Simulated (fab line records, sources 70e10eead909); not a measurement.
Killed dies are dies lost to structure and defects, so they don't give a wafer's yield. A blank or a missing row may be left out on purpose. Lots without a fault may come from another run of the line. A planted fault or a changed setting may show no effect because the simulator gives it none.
Which tool did it? | flow nand_harc | 24 lots, 72 wafers sampled, at 5 steps of a route of 1302

WHAT THE GAUGES READ, wafer by wafer
NHARC_A_CONTACT_CD_MEAS_80.
lot  | measured     | on        | cd_nm (nm)
L074 | day 22 11:53 | cd_sem-02 | 290.0 289.2 288.8
L075 | day 22 16:53 | cd_sem-03 | 290.6 289.6 289.8
L078 | day 23 04:55 | cd_sem-03 | 288.7 289.8 289.4
L076 | day 23 05:54 | cd_sem-01 | 288.2 289.8 289.4
L077 | day 23 15:53 | cd_sem-01 | 288.8 288.4 288.6
L079 | day 24 18:25 | cd_sem-01 | 291.2 290.5 290.7
L080 | day 25 05:04 | cd_sem-02 | 288.7 288.7 289.5
L081 | day 25 06:43 | cd_sem-01 | 287.3 287.1 287.6
L082 | day 25 21:40 | cd_sem-01 | 290.4 290.0 289.5
L083 | day 26 04:17 | cd_sem-02 | 288.9 288.3 288.7
L084 | day 27 00:07 | cd_sem-01 | 289.6 289.6 288.9
L087 | day 27 04:40 | cd_sem-03 | 290.1 290.1 290.7
L085 | day 27 09:37 | cd_sem-01 | 289.5 289.1 289.9
L086 | day 27 12:18 | cd_sem-01 | 289.0 289.5 289.5
L088 | day 28 04:31 | cd_sem-02 | 290.4 290.4 289.6
L089 | day 28 06:26 | cd_sem-01 | 288.8 288.4 288.7
L090 | day 29 02:38 | cd_sem-03 | 289.1 289.8 289.2
L092 | day 29 06:15 | cd_sem-01 | 290.5 290.0 289.5
L091 | day 30 02:35 | cd_sem-03 | 290.7 291.2 290.9
L093 | day 30 11:47 | cd_sem-01 | 288.0 288.8 288.2
L095 | day 30 17:58 | cd_sem-02 | 288.9 290.3 289.7
L094 | day 30 19:17 | cd_sem-02 | 289.1 288.6 289.5
L096 | day 31 08:55 | cd_sem-02 | 290.0 289.8 289.8
L097 | day 31 09:37 | cd_sem-02 | 290.7 289.8 289.1

WHICH TOOL RAN EACH LOT (tool, then ch and the chambers of the sampled wafers, then the start)
lot  | NHARC_A_CONTACT_DESCUM_74          | NHARC_A_CONTACT_ETCH_75            | NHARC_A_CONTACT_ETCH_131             | NHARC_A_CONTACT_ETCH_133
L074 | rie_diel-11 ch 0,2, day 22 07:43   | rie_diel-11 ch 1,2, day 22 07:49   | har_cap_etch-03 ch 0,1, day 22 10:31 | har_cap_etch-03 ch 0,1, day 22 10:53
L075 | rie_diel-11 ch 1,2, day 22 12:44   | rie_diel-11 ch 0,2, day 22 12:50   | har_cap_etch-01 ch 0,1, day 22 15:34 | har_cap_etch-01 ch 0,1, day 22 15:58
L078 | rie_diel-03 ch 1,2, day 23 00:45   | rie_diel-03 ch 0,1,3, day 23 00:51 | har_cap_etch-03 ch 0,1, day 23 03:33 | har_cap_etch-03 ch 0,1, day 23 03:54
L076 | rie_diel-11 ch 0,1,3, day 23 01:44 | rie_diel-11 ch 0,1,3, day 23 01:49 | har_cap_etch-02 ch 0,1, day 23 04:34 | har_cap_etch-02 ch 0,1, day 23 04:58
L077 | rie_diel-11 ch 1,2,3, day 23 10:50 | rie_diel-11 ch 0,2,3, day 23 11:41 | har_cap_etch-02 ch 0,1, day 23 14:25 | har_cap_etch-02 ch 0,1, day 23 14:46
L079 | rie_diel-11 ch 0,3, day 24 14:13   | rie_diel-11 ch 0,2,3, day 24 14:19 | har_cap_etch-01 ch 0,1, day 24 17:02 | har_cap_etch-01 ch 0,1, day 24 17:23
L080 | rie_diel-11 ch 0,1,3, day 25 00:55 | rie_diel-11 ch 0,1,2, day 25 01:00 | har_cap_etch-02 ch 0,1, day 25 03:43 | har_cap_etch-02 ch 0,1, day 25 04:04
L081 | rie_diel-03 ch 1,2, day 25 02:26   | rie_diel-03 ch 0,3, day 25 02:31   | har_cap_etch-03 ch 1, day 25 05:16   | har_cap_etch-03 ch 1, day 25 05:39
L082 | rie_diel-10 ch 0,3, day 25 17:30   | rie_diel-10 ch 1,2,3, day 25 17:35 | har_cap_etch-02 ch 0,1, day 25 20:20 | har_cap_etch-02 ch 0,1, day 25 20:44
L083 | rie_diel-11 ch 0,1,3, day 26 00:07 | rie_diel-11 ch 0,1,3, day 26 00:13 | har_cap_etch-03 ch 0,1, day 26 02:55 | har_cap_etch-03 ch 0,1, day 26 03:16
L084 | rie_diel-11 ch 0,1, day 26 19:16   | rie_diel-11 ch 0,1,3, day 26 19:22 | har_cap_etch-03 ch 0,1, day 26 22:30 | har_cap_etch-03 ch 0,1, day 26 22:58
L087 | rie_diel-11 ch 0,3, day 27 00:04   | rie_diel-11 ch 0,3, day 27 00:10   | har_cap_etch-02 ch 0,1, day 27 03:17 | har_cap_etch-02 ch 0,1, day 27 03:38
L085 | rie_diel-11 ch 2,3, day 27 04:58   | rie_diel-11 ch 0,3, day 27 05:04   | har_cap_etch-01 ch 0,1, day 27 08:14 | har_cap_etch-01 ch 0,1, day 27 08:35
L086 | rie_diel-10 ch 1,2, day 27 08:09   | rie_diel-10 ch 1,2,3, day 27 08:14 | har_cap_etch-02 ch 0,1, day 27 10:56 | har_cap_etch-02 ch 0,1, day 27 11:18
L088 | rie_diel-11 ch 1,2, day 28 00:22   | rie_diel-11 ch 1,2,3, day 28 00:27 | har_cap_etch-03 ch 0,1, day 28 03:14 | har_cap_etch-03 ch 0,1, day 28 03:43
L089 | rie_diel-03 ch 1,3, day 28 02:17   | rie_diel-03 ch 0,1, day 28 02:22   | har_cap_etch-02 ch 1, day 28 05:06   | har_cap_etch-02 ch 1, day 28 05:30
L090 | rie_diel-11 ch 0,1,3, day 28 22:29 | rie_diel-11 ch 0,1,3, day 28 22:34 | har_cap_etch-02 ch 0,1, day 29 01:16 | har_cap_etch-02 ch 0,1, day 29 01:38
L092 | rie_diel-11 ch 0,2, day 29 02:05   | rie_diel-11 ch 0,1,2, day 29 02:10 | har_cap_etch-03 ch 0,1, day 29 04:53 | har_cap_etch-03 ch 0,1, day 29 05:15
L091 | rie_diel-11 ch 0,1,3, day 29 22:25 | rie_diel-11 ch 0,1,2, day 29 22:30 | har_cap_etch-03 ch 0,1, day 30 01:14 | har_cap_etch-03 ch 0,1, day 30 01:35
L093 | rie_diel-10 ch 2,3, day 30 07:11   | rie_diel-10 ch 1,2,3, day 30 07:17 | har_cap_etch-03 ch 0,1, day 30 10:31 | har_cap_etch-03 ch 0,1, day 30 10:59
L095 | rie_diel-11 ch 1,2, day 30 13:49   | rie_diel-11 ch 1,3, day 30 13:55   | har_cap_etch-01 ch 0,1, day 30 16:40 | har_cap_etch-01 ch 0,1, day 30 17:06
L094 | rie_diel-11 ch 0,1,3, day 30 15:08 | rie_diel-11 ch 2,3, day 30 15:13   | har_cap_etch-03 ch 0,1, day 30 17:58 | har_cap_etch-03 ch 0,1, day 30 18:22
L096 | rie_diel-10 ch 1,2,3, day 31 04:47 | rie_diel-10 ch 2,3, day 31 04:52   | har_cap_etch-03 ch 0,1, day 31 07:36 | har_cap_etch-03 ch 0,1, day 31 07:59
L097 | rie_diel-11 ch 0,3, day 31 05:26   | rie_diel-11 ch 0,1,3, day 31 05:32 | har_cap_etch-02 ch 0,1, day 31 08:18 | har_cap_etch-02 ch 0,1, day 31 08:44
- NHARC_A_CONTACT_DESCUM_74: chemistry O2, time 3 s.
- NHARC_A_CONTACT_ETCH_75: etches the open film in CF4, target depth 39 nm, time 65 s.
- NHARC_A_CONTACT_ETCH_131: etches the open film in C4F8/O2/Ar, time 197 s, target depth 1918 nm.
- NHARC_A_CONTACT_ETCH_133: etches the open film in C4F8/O2/Ar, time 374 s, target depth 1610 nm.

WHAT THE TOOLS THEMSELVES READ (means of the sampled wafers that have a number; where no wafer has one, the mark that the record gives instead)
NHARC_A_CONTACT_DESCUM_74.
lot  | tool        | drypump_motor_current_A (A) | oes_product_au (a.u.) | rf_vpp_V (V) | showerhead_plenum_p_Torr (Torr) | throttle_valve_pct (%)
L074 | rie_diel-11 | 6.5                         | 1.003                 | 57.0         | 1.81                            | 11.309
L075 | rie_diel-11 | 5.8                         | 0.995                 | 57.5         | 1.85                            | 11.312
L078 | rie_diel-03 | 5.5                         | 0.998                 | 57.7         | 1.93                            | 11.312
L076 | rie_diel-11 | 5.5                         | 0.998                 | 57.5         | 1.92                            | 11.308
L077 | rie_diel-11 | 5.7                         | 0.992                 | 58.1         | 1.89                            | 11.317
L079 | rie_diel-11 | 5.5                         | 1.013                 | 58.1         | 1.95                            | 11.310
L080 | rie_diel-11 | 5.5                         | 1.000                 | 57.3         | 1.92                            | 11.308
L081 | rie_diel-03 | 5.6                         | 0.999                 | 58.2         | 1.87                            | 11.311
L082 | rie_diel-10 | 5.0                         | 0.984                 | 58.6         | 1.89                            | 11.312
L083 | rie_diel-11 | 5.5                         | 1.004                 | 58.2         | 1.92                            | 11.318
L084 | rie_diel-11 | 5.5                         | 0.993                 | 57.5         | 1.89                            | 11.307
L087 | rie_diel-11 | 5.5                         | 1.007                 | 58.1         | 1.94                            | 11.316
L085 | rie_diel-11 | 5.7                         | 1.011                 | 57.7         | 1.91                            | 11.310
L086 | rie_diel-10 | 6.3                         | 0.998                 | 57.6         | 1.93                            | 11.308
L088 | rie_diel-11 | 6.2                         | 1.008                 | 57.9         | 1.81                            | 11.309
L089 | rie_diel-03 | 5.8                         | 0.994                 | 58.2         | 1.86                            | 11.309
L090 | rie_diel-11 | 5.5                         | 1.004                 | 57.8         | 1.91                            | 11.300
L092 | rie_diel-11 | 6.2                         | 1.013                 | 57.5         | 1.84                            | 11.309
L091 | rie_diel-11 | 5.5                         | 1.004                 | 57.9         | 1.91                            | 11.305
L093 | rie_diel-10 | 5.6                         | 0.999                 | 58.2         | 1.96                            | 11.306
L095 | rie_diel-11 | 6.2                         | 1.018                 | 57.4         | 1.81                            | 11.310
L094 | rie_diel-11 | 5.5                         | 1.000                 | 58.0         | 1.91                            | 11.316
L096 | rie_diel-10 | 5.7                         | 0.993                 | 57.8         | 1.92                            | 11.318
L097 | rie_diel-11 | 5.5                         | 1.007                 | 58.5         | 1.94                            | 11.309

NHARC_A_CONTACT_ETCH_75.
lot  | tool        | bias_w (W) | drypump_motor_current_A (A) | oes_product_au (a.u.) | rf_fwd_power_W (W) | rf_vpp_V (V) | showerhead_plenum_p_Torr (Torr) | throttle_valve_pct (%)
L074 | rie_diel-11 | 99.9       | 5.7                         | 0.999                 | 298.6              | 149.9        | 1.72                            | 13.276
L075 | rie_diel-11 | 99.9       | 6.2                         | 0.998                 | 296.7              | 150.9        | 1.71                            | 13.292
L078 | rie_diel-03 | 99.9       | 5.9                         | 1.008                 | 297.1              | 150.4        | 1.72                            | 13.281
L076 | rie_diel-11 | 99.7       | 5.5                         | 1.002                 | 297.2              | 152.0        | 1.77                            | 13.288
L077 | rie_diel-11 | 100.1      | 5.9                         | 1.004                 | 295.8              | 151.2        | 1.74                            | 13.284
L079 | rie_diel-11 | 100.2      | 5.9                         | 1.008                 | 296.1              | 150.9        | 1.74                            | 13.283
L080 | rie_diel-11 | 100.2      | 6.0                         | 1.015                 | 297.4              | 152.2        | 1.71                            | 13.293
L081 | rie_diel-03 | 100.1      | 5.9                         | 1.003                 | 298.3              | 150.7        | 1.71                            | 13.270
L082 | rie_diel-10 | 100.0      | 5.7                         | 0.989                 | 296.8              | 151.6        | 1.78                            | 13.281
L083 | rie_diel-11 | 99.7       | 5.5                         | 0.998                 | 297.1              | 151.3        | 1.77                            | 13.276
L084 | rie_diel-11 | 100.0      | 5.5                         | 1.003                 | 297.2              | 151.8        | 1.77                            | 13.288
L087 | rie_diel-11 | 100.1      | 5.7                         | 1.005                 | 296.2              | 151.0        | 1.77                            | 13.285
L085 | rie_diel-11 | 100.0      | 5.7                         | 1.007                 | 296.6              | 151.0        | 1.77                            | 13.291
L086 | rie_diel-10 | 99.9       | 5.7                         | 0.995                 | 297.8              | 151.2        | 1.78                            | 13.293
L088 | rie_diel-11 | 99.9       | 5.7                         | 1.007                 | 297.9              | 150.8        | 1.74                            | 13.276
L089 | rie_diel-03 | 100.2      | 5.8                         | 0.999                 | 296.9              | 149.9        | 1.67                            | 13.279
L090 | rie_diel-11 | 99.8       | 5.5                         | 1.007                 | 296.7              | 151.2        | 1.77                            | 13.290
L092 | rie_diel-11 | 99.9       | 6.0                         | 1.005                 | 296.6              | 150.6        | 1.71                            | 13.290
L091 | rie_diel-11 | 99.9       | 6.0                         | 1.004                 | 298.3              | 150.4        | 1.71                            | 13.288
L093 | rie_diel-10 | 99.9       | 5.7                         | 1.004                 | 298.4              | 151.2        | 1.77                            | 13.290
L095 | rie_diel-11 | 99.8       | 5.3                         | 0.999                 | 298.4              | 151.5        | 1.77                            | 13.284
L094 | rie_diel-11 | 100.0      | 5.7                         | 1.009                 | 298.3              | 150.9        | 1.76                            | 13.279
L096 | rie_diel-10 | 99.5       | 5.6                         | 0.995                 | 298.0              | 151.7        | 1.80                            | 13.286
L097 | rie_diel-11 | 99.9       | 5.5                         | 1.004                 | 297.5              | 151.3        | 1.76                            | 13.280

THE ANSWER, worked out from the rows above alone
Rule: what is usual is taken from the lots themselves. Put in order of their means at a reading, lots are off if they are a third of the lots or fewer, leave a main group of 4 or more, and stand apart from it by a gap of 3 or more times the standard deviation of the main group's means; of several such gaps the widest counts. A main group whose means are all the same, to the digits that the tables above print for the reading, isn't used. A lot without any number at a reading at which 4 lots or more have one is off too. The other lots that the step has rows for count as sound. The gauges are gone through in route order, then the tools' own readings, and for those a lot's mean is taken as printed above. The first step at which some lot is off is used, and at that step the reading that is off furthest; a lot without a number counts as furthest.
No lot is off at any reading shown: from this, nothing can be told.

WHAT THE SIMULATOR HAD PUT IN
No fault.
